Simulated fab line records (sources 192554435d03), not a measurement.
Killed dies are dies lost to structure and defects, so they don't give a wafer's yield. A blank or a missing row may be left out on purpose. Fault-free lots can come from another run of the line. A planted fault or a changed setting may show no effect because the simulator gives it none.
Comparing a struck lot with a sound one | flow n5Finfet | 15 out of 1938 route steps
Sound: the wafers L649.1, L649.3, L649.6. Struck: wafer L652.6 (L652.3, L652.5, from the same lot, were not struck and are left out); the cause is given at the end.
Each step with rows lists, per side, the tool, then ch with its chambers, then its first start. Under that, the readings that differ: sound wafers | struck wafers | difference of the means | sigmas: that difference in standard deviations of wafers without a fault.
alike: same words and numbers on both sides, and readings whose means sit less than 2 such deviations apart. not compared: any withheld reading, any reading some wafer has no value for, any bound like >300 that may hide the same value, and any number with overlapping values for which the record gives no deviation.
Wherever a step has rows on one side only, a row that says differs or no value, or a row with sigmas, the two part there. When numbers do not overlap yet have no deviation, they are printed without sigmas and do not part them. A reading missing from all wafers of one side parts the sides only when that side holds two or more wafers.

N5_BEOL_M8_VIA_ETCH_34: etches SiCOH lowk in C4F6/O2, target depth 125.5 nm, time 50.5 s.
  sound on rieDiel-04 ch 0,1,2, day 10 10:02; struck on rieDiel-03 ch 2, day 10 22:40
  alike: drypumpMotorCurrentA, oesProductAu, rfVppV, showerheadPlenumPTorr, throttleValvePct
  not compared: rfHoursCounterH
then, 2 steps without rows for these wafers: N5_BEOL_M8_STRIP_76 (strips in C4F6/O2); N5_BEOL_M8_STRIP_36 (strips in N2/H2).
N5_BEOL_M8_TRENCH_ETCH_37: etches SiCOH lowk in C4F6/O2, target depth 93.478 nm, time 31.2 s.
  sound: rieDiel-04 ch 0,1,2; struck: rieDiel-03 ch 2
  alike: drypumpMotorCurrentA, oesProductAu, rfVppV, showerheadPlenumPTorr, throttleValvePct
  not compared: rfHoursCounterH
N5_BEOL_M8_ETCH_41: etches SiCN in CH3F/O2, target depth 31.9 nm, time 57.8 s.
  sound: rieDiel-04 ch 0,1,2; struck: rieDiel-03 ch 2
  alike: drypumpMotorCurrentA, oesProductAu, rfVppV, showerheadPlenumPTorr, throttleValvePct
  not compared: rfHoursCounterH
N5_BEOL_M8_STRIP_80: strips in N2/H2, time 10 s.
  sound: rieDiel-04 ch 0,1,2; struck: rieDiel-03 ch 2
  alike: drypumpMotorCurrentA, oesProductAu, rfVppV, showerheadPlenumPTorr, throttleValvePct
  not compared: rfHoursCounterH
N5_BEOL_M8_OCD_MEAS_38:
  sound: ocd-02 at day 10 10:17; struck: ocd-01 at day 10 22:55
  alike: trenchDepthNm
then, 4 steps without rows for these wafers: N5_BEOL_M8_HM_STRIP_39 (strips TiN in peroxide tin strip, target depth 25 nm, time 158 s); N5_BEOL_M8_SRD_40 (time 30 s); N5_BEOL_M8_PRECLEAN_42 (cleans in residue remover, time 60 s); N5_BEOL_M8_SRD_43 (time 30 s).
N5_BEOL_M8_CD_MEAS_35: target cd 40 nm.
  sound: cdSem-03 at day 10 10:27; struck: cdSem-01 at day 10 23:04
reading   | sound          | struck | difference | sigmas
cdNm (nm) | 39.7 40.6 39.8 | 38.6   | -1.4       | -2
N5_BEOL_M8_CURE_75: cures SiCOH lowk, time 120 s.
  sound on uvCure-02 ch 0, day 10 10:32; struck on uvCure-01 ch 1, day 10 23:12
reading        | sound             | struck | difference | sigmas
runLengthS (s) | 178.7 178.3 177.9 | 207.0  | +28.7      | +59
  alike: lampPowerPct, wafer_temp_C_max
N5_BEOL_M8_DEGAS_44: time 60 s.
  sound: pvdSputter-03 at day 10 10:52; struck: pvdSputter-01 at day 10 23:32
  alike: heaterPowerW
-- the record jumps here: 3 days lie between the struck wafers' starts before and after (it left off in module BEOL_M8 and takes up again in module PASSIVATION, whose first step shown is number 1936 of the route) --
N5_PASSIVATION_PROBE_49:
  sound: prober-01 at day 13 00:58; struck: prober-01 at day 13 13:28
  alike: defectLimitedYield, killed_at_M0_to_M3, killed_at_M4_up, killedAtContacts, killedAtFrontEnd, killedAtOther, killedDies, killedOpen, killedShort, sort_bin_5_function, sort_bin_6_memory, sortNPass, sortYieldPct

== WHERE THEY PART ==
Earliest at N5_BEOL_M8_CD_MEAS_35; latest, in this record, at N5_BEOL_M8_CURE_75. Later steps at which nothing parts them and some readings are alike: N5_BEOL_M8_DEGAS_44, N5_PASSIVATION_PROBE_49.

WHY: what the simulator had put in
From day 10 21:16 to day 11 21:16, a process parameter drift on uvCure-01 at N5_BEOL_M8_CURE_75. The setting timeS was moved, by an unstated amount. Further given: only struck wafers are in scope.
